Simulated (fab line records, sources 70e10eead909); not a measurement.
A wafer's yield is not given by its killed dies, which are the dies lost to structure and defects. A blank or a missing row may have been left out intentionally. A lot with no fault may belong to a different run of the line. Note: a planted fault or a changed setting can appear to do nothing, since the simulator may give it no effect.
Which tool did it? | flow nand harc | 72 wafers from 24 lots sampled at 6 of the route's 1302 steps

== WHAT THE GAUGES SHOWED, per wafer ==
The record lacks any reading of a measuring or inspecting step that a usual standard deviation could be used to judge.

== TOOL THAT RAN EACH LOT (tool first, then ch and the chambers of the sampled wafers, then the start) ==
lot  | NHARC_A_STAIRCASE_TRIM_20          | NHARC_A_STAIRCASE_TRIM_22                     | NHARC_A_STAIRCASE_TRIM_24                     | NHARC_A_STAIRCASE_STRIP_175          | NHARC_A_STAIRCASE_ETCH_190     | NHARC_A_STAIRCASE_ETCH_192
L074 | rie diel-13 ch 1,2, day 15 21:25   | rie diel-13 ch 0,2, day 15 22:39 or earlier   | rie diel-13 ch 0,2, day 15 22:39 or earlier   | plasma asher-02 ch 0, day 15 22:39   | rie diel-12 ch 0,1,3, no start | rie diel-12 ch 1,2,3, no start
L075 | rie diel-13 ch 0,2,3, day 16 04:04 | rie diel-13 ch 1,2, day 16 05:14 or earlier   | rie diel-13 ch 0,1,3, day 16 05:14 or earlier | plasma asher-01 ch 0,1, day 16 05:14 | rie diel-04 ch 0,1, no start   | rie diel-04 ch 0,1, no start
L077 | rie diel-12 ch 0,1,2, day 16 16:59 | rie diel-12 ch 0,2,3, day 16 18:19 or earlier | rie diel-12 ch 0,1,3, day 16 18:19 or earlier | plasma asher-01 ch 0,1, day 16 18:19 | rie diel-04 ch 0,1,3, no start | rie diel-04 ch 0,2,3, no start
L076 | rie diel-13 ch 0,1,3, day 16 17:27 | rie diel-13 ch 0,1,3, day 16 18:38 or earlier | rie diel-13 ch 0,3, day 16 18:38 or earlier   | plasma asher-02 ch 0,1, day 16 18:38 | rie diel-04 ch 0,2,3, no start | rie diel-04 ch 0,1,2, no start
L078 | rie diel-13 ch 1,3, day 17 02:23   | rie diel-13 ch 1,3, day 17 03:38 or earlier   | rie diel-13 ch 0,3, day 17 03:38 or earlier   | plasma asher-02 ch 0,1, day 17 03:38 | rie diel-13 ch 0,1,3, no start | rie diel-13 ch 0,1,3, no start
L079 | rie diel-04 ch 1,3, day 17 13:31   | rie diel-04 ch 1,3, day 17 14:36 or earlier   | rie diel-04 ch 1,2, day 17 14:36 or earlier   | plasma asher-02 ch 0,1, day 17 14:36 | rie diel-13 ch 0,2,3, no start | rie diel-13 ch 1,2,3, no start
L080 | rie diel-12 ch 0,2,3, day 18 07:04 | rie diel-12 ch 2,3, day 18 08:11 or earlier   | rie diel-12 ch 0,3, day 18 08:11 or earlier   | plasma asher-01 ch 0,1, day 18 08:11 | rie diel-13 ch 0,3, no start   | rie diel-13 ch 0,1,2, no start
L081 | rie diel-13 ch 1,3, day 18 07:17   | rie diel-13 ch 1,2,3, day 18 08:33 or earlier | rie diel-13 ch 0,1,3, day 18 08:33 or earlier | plasma asher-01 ch 0,1, day 18 08:33 | rie diel-12 ch 1,3, no start   | rie diel-12 ch 1,3, no start
L082 | rie diel-13 ch 1,3, day 19 03:21   | rie diel-13 ch 0,2, day 19 04:26 or earlier   | rie diel-13 ch 0,2,3, day 19 04:26 or earlier | plasma asher-02 ch 1, day 19 04:26   | rie diel-12 ch 1,2,3, no start | rie diel-12 ch 1,2,3, no start
L083 | rie diel-13 ch 0,2, day 20 06:53   | rie diel-13 ch 1,2, day 20 08:14 or earlier   | rie diel-13 ch 0,2,3, day 20 08:14 or earlier | plasma asher-02 ch 0, day 20 08:14   | rie diel-12 ch 1,3, no start   | rie diel-12 ch 0,2,3, no start
L084 | rie diel-13 ch 1,2,3, day 20 08:11 | rie diel-13 ch 1,2,3, day 20 09:13 or earlier | rie diel-13 ch 0,1,3, day 20 09:13 or earlier | plasma asher-02 ch 0,1, day 20 09:13 | rie diel-13 ch 0,3, no start   | rie diel-13 ch 0,1,3, no start
L085 | rie diel-13 ch 0,1, day 20 16:22   | rie diel-13 ch 0,1,2, day 20 17:28 or earlier | rie diel-13 ch 1,2, day 20 17:28 or earlier   | plasma asher-02 ch 0,1, day 20 17:28 | rie diel-13 ch 1,2,3, no start | rie diel-13 ch 0,2,3, no start
L086 | rie diel-13 ch 1,2,3, day 21 04:20 | rie diel-13 ch 1,2,3, day 21 05:31 or earlier | rie diel-13 ch 2,3, day 21 05:31 or earlier   | plasma asher-02 ch 0,1, day 21 05:31 | rie diel-04 ch 0,1,2, no start | rie diel-04 ch 0,1,2, no start
L087 | rie diel-13 ch 0,1, day 21 22:30   | rie diel-13 ch 0,2,3, day 21 23:40 or earlier | rie diel-13 ch 0,1,3, day 21 23:40 or earlier | plasma asher-02 ch 0,1, day 21 23:40 | rie diel-13 ch 1,2,3, no start | rie diel-13 ch 0,1,2, no start
L089 | rie diel-12 ch 0,1,2, day 21 23:45 | rie diel-12 ch 0,1,2, day 22 01:02 or earlier | rie diel-12 ch 0,1,2, day 22 01:02 or earlier | plasma asher-02 ch 0,1, day 22 01:02 | rie diel-12 ch 0,1,2, no start | rie diel-12 ch 0,1,2, no start
L088 | rie diel-13 ch 0,1,3, day 22 03:17 | rie diel-13 ch 0,2,3, day 22 04:23 or earlier | rie diel-13 ch 0,1,2, day 22 04:23 or earlier | plasma asher-02 ch 0,1, day 22 04:23 | rie diel-04 ch 0,1, no start   | rie diel-04 ch 0,1, no start
L090 | rie diel-04 ch 0,2,3, day 22 13:16 | rie diel-04 ch 1,2, day 22 14:22 or earlier   | rie diel-04 ch 1,2,3, day 22 14:22 or earlier | plasma asher-02 ch 0,1, day 22 14:22 | rie diel-04 ch 0,1, no start   | rie diel-04 ch 0,3, no start
L091 | rie diel-12 ch 0,2,3, day 23 03:17 | rie diel-12 ch 1,3, day 23 04:18 or earlier   | rie diel-12 ch 0,1,3, day 23 04:18 or earlier | plasma asher-01 ch 0,1, day 23 04:18 | rie diel-12 ch 0,1, no start   | rie diel-12 ch 1,2,3, no start
L092 | rie diel-12 ch 0,1,2, day 23 11:16 | rie diel-12 ch 0,2,3, day 23 12:40 or earlier | rie diel-12 ch 1,2, day 23 12:40 or earlier   | plasma asher-02 ch 0,1, day 23 12:40 | rie diel-13 ch 0,2,3, no start | rie diel-13 ch 0,2,3, no start
L093 | rie diel-12 ch 0,2,3, day 23 16:50 | rie diel-12 ch 0,1,3, day 23 17:54 or earlier | rie diel-12 ch 0,1,3, day 23 17:54 or earlier | plasma asher-02 ch 0,1, day 23 17:54 | rie diel-04 ch 0,1, no start   | rie diel-04 ch 0,2, no start
L095 | rie diel-12 ch 0,1,3, day 24 06:20 | rie diel-12 ch 0,1,3, day 24 07:24 or earlier | rie diel-12 ch 1,2,3, day 24 07:24 or earlier | plasma asher-02 ch 0,1, day 24 07:24 | rie diel-04 ch 0,1,3, no start | rie diel-04 ch 1,2,3, no start
L094 | rie diel-04 ch 2,3, day 24 06:38   | rie diel-04 ch 0,1, day 24 07:50 or earlier   | rie diel-04 ch 2,3, day 24 07:50 or earlier   | plasma asher-01 ch 0,1, day 24 07:50 | rie diel-13 ch 0,1,2, no start | rie diel-13 ch 1,2,3, no start
L096 | rie diel-04 ch 1,2, day 24 21:11   | rie diel-04 ch 1,2, day 24 23:32 or earlier   | rie diel-04 ch 0,1,2, day 24 23:32 or earlier | plasma asher-02 ch 0,1, day 24 23:32 | rie diel-13 ch 1,2, no start   | rie diel-13 ch 0,1,3, no start
L097 | rie diel-13 ch 2,3, day 25 17:37   | rie diel-13 ch 1,2, day 25 18:49 or earlier   | rie diel-13 ch 0,2, day 25 18:49 or earlier   | plasma asher-01 ch 0,1, day 25 18:49 | rie diel-04 ch 0,1,3, no start | rie diel-04 ch 0,2,3, no start
- NHARC_A_STAIRCASE_TRIM_20: chemistry O2, time 211.2 s.
- NHARC_A_STAIRCASE_TRIM_22: chemistry O2, time 211.2 s.
- NHARC_A_STAIRCASE_TRIM_24: chemistry O2, time 211.2 s.
- NHARC_A_STAIRCASE_STRIP_175: strips in O2.
- NHARC_A_STAIRCASE_ETCH_190: etches the open film in C4F8/O2, target depth 100 nm, time 40.5 s.
- NHARC_A_STAIRCASE_ETCH_192: etches the open film in C4F8/O2, target depth 100 nm, time 40.5 s.

== AS READ BY THE TOOLS THEMSELVES (means over the sampled wafers that have a number; for cases with no such wafer, the mark the record gives instead) ==
NHARC_A_STAIRCASE_TRIM_20. Usual: drypump motor current A 5.7 A, standard deviation 0.5; oes product au 1.009 a.u., standard deviation 0.016; rf vpp V 57.7 V, standard deviation 0.96; showerhead plenum p Torr 3.47 Torr, standard deviation 0.14; throttle valve pct 17.036 %, standard deviation 0.0091.
lot  | tool        | drypump motor current A (A) | oes product au (a.u.) | rf vpp V (V) | showerhead plenum p Torr (Torr) | throttle valve pct (%) | flag
L074 | rie diel-13 | 5.9                         | 1.008                 | 57.8         | 3.32                            | 17.041                 |
L075 | rie diel-13 | 5.4                         | 1.021                 | 57.4         | 3.47                            | 17.045                 |
L077 | rie diel-12 | 5.6                         | 0.991                 | 57.3         | 3.42                            | 17.038                 |
L076 | rie diel-13 | 5.6                         | 1.025                 | 57.8         | 3.50                            | 17.032                 |
L078 | rie diel-13 | 6.0                         | 1.028                 | 57.0         | 3.44                            | 17.029                 |
L079 | rie diel-04 | 5.5                         | 1.010                 | 57.6         | 3.39                            | 17.024                 |
L080 | rie diel-12 | 5.8                         | 0.996                 | 57.4         | 3.51                            | 17.040                 |
L081 | rie diel-13 | 6.0                         | 1.023                 | 57.8         | 3.44                            | 17.031                 |
L082 | rie diel-13 | 6.0                         | 1.033                 | 57.4         | 3.44                            | 17.045                 |
L083 | rie diel-13 | 5.4                         | 1.009                 | 58.2         | 3.40                            | 17.039                 |
L084 | rie diel-13 | 6.0                         | 1.013                 | 57.2         | 3.37                            | 17.034                 |
L085 | rie diel-13 | 5.2                         | 1.009                 | 59.0         | 3.55                            | 17.027                 |
L086 | rie diel-13 | 5.9                         | 1.018                 | 58.1         | 3.37                            | 17.041                 |
L087 | rie diel-13 | 5.2                         | 1.016                 | 57.0         | 3.54                            | 17.040                 |
L089 | rie diel-12 | 5.6                         | 1.002                 | 57.6         | 3.58                            | 17.031                 |
L088 | rie diel-13 | 5.6                         | 1.011                 | 57.6         | 3.49                            | 17.038                 |
L090 | rie diel-04 | 5.5                         | 1.017                 | 57.7         | 3.46                            | 17.021                 |
L091 | rie diel-12 | 5.8                         | 0.996                 | 58.1         | 3.50                            | 17.039                 |
L092 | rie diel-12 | 5.6                         | 0.998                 | 57.4         | 3.57                            | 17.035                 |
L093 | rie diel-12 | 5.8                         | 0.998                 | 58.2         | 3.50                            | 17.039                 |
L095 | rie diel-12 | 5.9                         | 0.995                 | 58.7         | 3.57                            | 17.030                 |
L094 | rie diel-04 | 5.3                         | 1.019                 | 58.8         | 3.45                            | 17.039                 |
L096 | rie diel-04 | 5.3                         | 1.008                 | 58.0         | 3.48                            | 17.041                 |
L097 | rie diel-13 | 5.8                         | 1.005                 | 58.1         | 3.56                            | 17.030                 |

NHARC_A_STAIRCASE_TRIM_22. Usual: drypump motor current A 5.6 A, standard deviation 0.5; oes product au 1.007 a.u., standard deviation 0.017; rf vpp V 57.6 V, standard deviation 0.98; showerhead plenum p Torr 3.48 Torr, standard deviation 0.14; throttle valve pct 17.036 %, standard deviation 0.0092.
lot  | tool        | drypump motor current A (A) | oes product au (a.u.) | rf vpp V (V) | showerhead plenum p Torr (Torr) | throttle valve pct (%) | flag
L074 | rie diel-13 | 5.4                         | 1.008                 | 57.5         | 3.41                            | 17.036                 |
L075 | rie diel-13 | 6.0                         | 1.001                 | 56.6         | 3.36                            | 17.031                 |
L077 | rie diel-12 | 5.8                         | 0.988                 | 58.5         | 3.52                            | 17.038                 |
L076 | rie diel-13 | 5.6                         | 1.026                 | 57.7         | 3.50                            | 17.032                 |
L078 | rie diel-13 | 6.0                         | 1.022                 | 57.8         | 3.44                            | 17.037                 |
L079 | rie diel-04 | 5.5                         | 1.002                 | 57.8         | 3.42                            | 17.038                 |
L080 | rie diel-12 | 5.8                         | 0.985                 | 56.6         | 3.57                            | 17.038                 |
L081 | rie diel-13 | 5.9                         | 1.018                 | 57.0         | 3.38                            | 17.042                 |
L082 | rie diel-13 | 5.4                         | 1.003                 | 58.3         | 3.40                            | 17.039                 |
L083 | rie diel-13 | 5.9                         | 1.005                 | 56.1         | 3.31                            | 17.040                 |
L084 | rie diel-13 | 6.0                         | 1.005                 | 56.8         | 3.37                            | 17.037                 |
L085 | rie diel-13 | 5.5                         | 1.009                 | 57.5         | 3.43                            | 17.032                 |
L086 | rie diel-13 | 5.9                         | 1.012                 | 56.8         | 3.37                            | 17.036                 |
L087 | rie diel-13 | 5.4                         | 1.023                 | 56.7         | 3.45                            | 17.032                 |
L089 | rie diel-12 | 5.6                         | 1.007                 | 57.5         | 3.58                            | 17.043                 |
L088 | rie diel-13 | 5.4                         | 1.017                 | 57.3         | 3.45                            | 17.047                 |
L090 | rie diel-04 | 5.4                         | 1.009                 | 57.2         | 3.47                            | 17.041                 |
L091 | rie diel-12 | 5.7                         | 1.008                 | 58.2         | 3.71                            | 17.031                 |
L092 | rie diel-12 | 5.8                         | 1.002                 | 57.9         | 3.50                            | 17.041                 |
L093 | rie diel-12 | 5.9                         | 1.000                 | 57.7         | 3.58                            | 17.027                 |
L095 | rie diel-12 | 5.9                         | 1.000                 | 57.2         | 3.57                            | 17.032                 |
L094 | rie diel-04 | 5.7                         | 0.977                 | 57.9         | 3.47                            | 17.045                 |
L096 | rie diel-04 | 5.3                         | 1.010                 | 58.1         | 3.48                            | 17.026                 |
L097 | rie diel-13 | 6.0                         | 0.994                 | 58.3         | 3.50                            | 17.031                 |

NHARC_A_STAIRCASE_TRIM_24. Usual: drypump motor current A 5.6 A, standard deviation 0.51; oes product au 1.009 a.u., standard deviation 0.016; rf vpp V 57.7 V, standard deviation 0.92; showerhead plenum p Torr 3.48 Torr, standard deviation 0.14; throttle valve pct 17.037 %, standard deviation 0.01.
lot  | tool        | drypump motor current A (A) | oes product au (a.u.) | rf vpp V (V) | showerhead plenum p Torr (Torr) | throttle valve pct (%) | flag
L074 | rie diel-13 | 5.4                         | 1.010                 | 58.4         | 3.41                            | 17.034                 |
L075 | rie diel-13 | 5.6                         | 1.018                 | 57.6         | 3.51                            | 17.032                 |
L077 | rie diel-12 | 5.9                         | 1.009                 | 57.8         | 3.42                            | 17.036                 |
L076 | rie diel-13 | 5.1                         | 1.032                 | 58.3         | 3.59                            | 17.049                 |
L078 | rie diel-13 | 5.1                         | 1.022                 | 58.3         | 3.59                            | 17.048                 |
L079 | rie diel-04 | 5.3                         | 1.007                 | 58.0         | 3.51                            | 17.036                 |
L080 | rie diel-12 | 6.2                         | 0.991                 | 58.8         | 3.46                            | 17.033                 |
L081 | rie diel-13 | 5.6                         | 1.030                 | 58.2         | 3.50                            | 17.031                 |
L082 | rie diel-13 | 5.4                         | 1.017                 | 57.4         | 3.46                            | 17.035                 |
L083 | rie diel-13 | 5.4                         | 1.010                 | 57.8         | 3.46                            | 17.037                 |
L084 | rie diel-13 | 5.6                         | 1.020                 | 57.7         | 3.49                            | 17.035                 |
L085 | rie diel-13 | 5.8                         | 0.993                 | 56.3         | 3.30                            | 17.035                 |
L086 | rie diel-13 | 5.8                         | 1.032                 | 56.6         | 3.40                            | 17.043                 |
L087 | rie diel-13 | 5.6                         | 1.017                 | 57.1         | 3.49                            | 17.038                 |
L089 | rie diel-12 | 5.6                         | 0.998                 | 57.5         | 3.58                            | 17.043                 |
L088 | rie diel-13 | 5.5                         | 1.014                 | 57.4         | 3.42                            | 17.030                 |
L090 | rie diel-04 | 5.4                         | 1.014                 | 57.5         | 3.43                            | 17.032                 |
L091 | rie diel-12 | 5.9                         | 0.996                 | 57.9         | 3.58                            | 17.037                 |
L092 | rie diel-12 | 5.2                         | 1.009                 | 57.9         | 3.62                            | 17.040                 |
L093 | rie diel-12 | 5.9                         | 0.996                 | 57.6         | 3.58                            | 17.033                 |
L095 | rie diel-12 | 5.6                         | 1.003                 | 58.0         | 3.62                            | 17.036                 |
L094 | rie diel-04 | 5.2                         | 1.017                 | 58.0         | 3.45                            | 17.027                 |
L096 | rie diel-04 | 5.6                         | 0.999                 | 57.3         | 3.49                            | 17.033                 |
L097 | rie diel-13 | 5.4                         | 0.993                 | 57.7         | 3.74                            | 17.041                 |

NHARC_A_STAIRCASE_STRIP_175. Usual: drypump motor current A 5.51 A, standard deviation 0.15; heater power w 328 W, standard deviation 15.
lot  | tool            | drypump motor current A (A) | heater power w (W) | flag
L074 | plasma asher-02 | 5.55                        | 344                |
L075 | plasma asher-01 | 5.58                        | 319                |
L077 | plasma asher-01 | 5.57                        | 316                |
L076 | plasma asher-02 | 5.51                        | 342                |
L078 | plasma asher-02 | 5.43                        | 337                |
L079 | plasma asher-02 | 5.43                        | 337                |
L080 | plasma asher-01 | 5.57                        | 323                |
L081 | plasma asher-01 | 5.57                        | 318                |
L082 | plasma asher-02 | 5.38                        | 313                |
L083 | plasma asher-02 | 5.59                        | 343                |
L084 | plasma asher-02 | 5.47                        | 319                |
L085 | plasma asher-02 | 5.47                        | 334                |
L086 | plasma asher-02 | 5.41                        | 316                |
L087 | plasma asher-02 | 5.43                        | 323                |
L089 | plasma asher-02 | 5.48                        | 332                |
L088 | plasma asher-02 | 5.43                        | 320                |
L090 | plasma asher-02 | 5.44                        | 324                |
L091 | plasma asher-01 | 5.56                        | 329                |
L092 | plasma asher-02 | 5.43                        | 318                |
L093 | plasma asher-02 | 5.43                        | 319                |
L095 | plasma asher-02 | 5.44                        | 316                |
L094 | plasma asher-01 | 5.57                        | 321                |
L096 | plasma asher-02 | 5.45                        | 323                |
L097 | plasma asher-01 | 5.57                        | 318                |

NHARC_A_STAIRCASE_ETCH_190. Usual: oes product au 0.949 a.u., standard deviation 0.016; rf vpp V 895 V, standard deviation 4.9.
lot  | tool        | oes product au (a.u.) | rf vpp V (V) | flag
L074 | rie diel-12 | 0.950                 | 893          |
L075 | rie diel-04 | 0.960                 | 894          |
L077 | rie diel-04 | 0.942                 | 893          |
L076 | rie diel-04 | 0.938                 | 894          |
L078 | rie diel-13 | 0.962                 | 895          |
L079 | rie diel-13 | 0.970                 | 893          |
L080 | rie diel-13 | 0.978                 | 895          |
L081 | rie diel-12 | 0.953                 | 894          |
L082 | rie diel-12 | 0.947                 | 893          |
L083 | rie diel-12 | 0.955                 | 899          |
L084 | rie diel-13 | 0.981                 | 896          |
L085 | rie diel-13 | 0.938                 | 891          |
L086 | rie diel-04 | 0.956                 | 895          |
L087 | rie diel-13 | 0.964                 | 890          |
L089 | rie diel-12 | 0.947                 | 898          |
L088 | rie diel-04 | 0.951                 | 894          |
L090 | rie diel-04 | 0.942                 | 895          |
L091 | rie diel-12 | 0.937                 | 896          |
L092 | rie diel-13 | 0.948                 | 900          |
L093 | rie diel-04 | 0.923                 | 895          |
L095 | rie diel-04 | 0.938                 | 892          |
L094 | rie diel-13 | 0.939                 | 898          |
L096 | rie diel-13 | 0.935                 | 895          |
L097 | rie diel-04 | 0.934                 | 892          |

NHARC_A_STAIRCASE_ETCH_192. Usual: oes product au 0.948 a.u., standard deviation 0.015; rf vpp V 894 V, standard deviation 5.
lot  | tool        | oes product au (a.u.) | rf vpp V (V) | flag
L074 | rie diel-12 | 0.937                 | 894          |
L075 | rie diel-04 | 0.945                 | 897          |
L077 | rie diel-04 | 0.942                 | 895          |
L076 | rie diel-04 | 0.939                 | 897          |
L078 | rie diel-13 | 0.964                 | 895          |
L079 | rie diel-13 | 0.957                 | 891          |
L080 | rie diel-13 | 0.958                 | 893          |
L081 | rie diel-12 | 0.947                 | 894          |
L082 | rie diel-12 | 0.944                 | 893          |
L083 | rie diel-12 | 0.942                 | 895          |
L084 | rie diel-13 | 0.962                 | 895          |
L085 | rie diel-13 | 0.969                 | 893          |
L086 | rie diel-04 | 0.958                 | 895          |
L087 | rie diel-13 | 0.954                 | 891          |
L089 | rie diel-12 | 0.939                 | 898          |
L088 | rie diel-04 | 0.945                 | 895          |
L090 | rie diel-04 | 0.937                 | 891          |
L091 | rie diel-12 | 0.937                 | 899          |
L092 | rie diel-13 | 0.948                 | 900          |
L093 | rie diel-04 | 0.936                 | 896          |
L095 | rie diel-04 | 0.941                 | 893          |
L094 | rie diel-13 | 0.943                 | 896          |
L096 | rie diel-13 | 0.941                 | 894          |
L097 | rie diel-04 | 0.951                 | 893          |

== THE ANSWER, worked out from the rows above alone ==
Rule: a lot counts as off when the mean over its wafers that have a number is more than 3 standard deviations away from the usual mean. A lot without any number at a reading at which 4 lots or more have one is off too. The other lots that the step has rows for count as sound. The gauges are gone through in route order, then the tools' own readings, and for those a lot's mean is taken as printed above. At the first step where some lot is off, the reading lying furthest off is the one used; lots without a number count as furthest.
Across all readings shown, no lot is off: no conclusion can be drawn from this.

== WHAT THE SIMULATOR PUT IN ==
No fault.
